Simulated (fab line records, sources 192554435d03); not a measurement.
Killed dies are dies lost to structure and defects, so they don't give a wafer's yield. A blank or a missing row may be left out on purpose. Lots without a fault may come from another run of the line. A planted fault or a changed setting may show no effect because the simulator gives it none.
Which tool did it? | flow n5_finfet | 11 lots, 31 wafers sampled, at 1 step of a route of 1938

WHAT THE GAUGES READ, wafer by wafer
N5_BEOL_M8_CD_MEAS_28: target cd 40 nm. Usual: cd_nm 40.02 nm, standard deviation 0.24.
lot  | measured     | on        | cd_nm (nm)        | flag
L952 | day 9 16:52  | cd_sem-02 | 40.27 40.14 39.85 |
L954 | day 10 03:08 | cd_sem-02 | 39.71 39.81 39.76 |
L953 | day 10 17:34 | cd_sem-03 | 40.25 39.95 39.80 |
L956 | day 11 13:35 | cd_sem-02 | 40.21 39.84 40.25 |
L959 | day 12 00:48 | cd_sem-01 | 39.84 39.81 40.34 |
L960 | day 12 13:29 | cd_sem-03 | 39.95 40.49 40.27 |
L965 | day 13 03:47 | cd_sem-01 | 40.31 40.20       |
L966 | day 13 20:58 | cd_sem-01 | 40.12 40.50       |
L968 | day 14 05:59 | cd_sem-01 | 39.69 40.04 39.93 |
L969 | day 14 06:05 | cd_sem-01 | 39.71 40.11 39.64 |
L974 | day 15 19:20 | cd_sem-03 | 39.86 40.07 40.23 |

WHICH TOOL RAN EACH LOT (tool, then ch and the chambers of the sampled wafers, then the start)
The record holds no process step before these readings.

WHAT THE TOOLS THEMSELVES READ (means of the sampled wafers that have a number; where no wafer has one, the mark that the record gives instead)
The record holds no such reading with a usual standard deviation.

THE ANSWER, worked out from the rows above alone
Rule: a lot is off if the mean of its wafers that have a number lies more than 3 standard deviations from the usual mean. A lot without any number at a reading at which 4 lots or more have one is off too. The other lots that the step has rows for count as sound. The gauges are gone through in route order, then the tools' own readings, and for those a lot's mean is taken as printed above. The first step at which some lot is off is used, and at that step the reading that is off furthest; a lot without a number counts as furthest.
No lot is off at any reading shown: from this, nothing can be told.

WHAT THE SIMULATOR HAD PUT IN
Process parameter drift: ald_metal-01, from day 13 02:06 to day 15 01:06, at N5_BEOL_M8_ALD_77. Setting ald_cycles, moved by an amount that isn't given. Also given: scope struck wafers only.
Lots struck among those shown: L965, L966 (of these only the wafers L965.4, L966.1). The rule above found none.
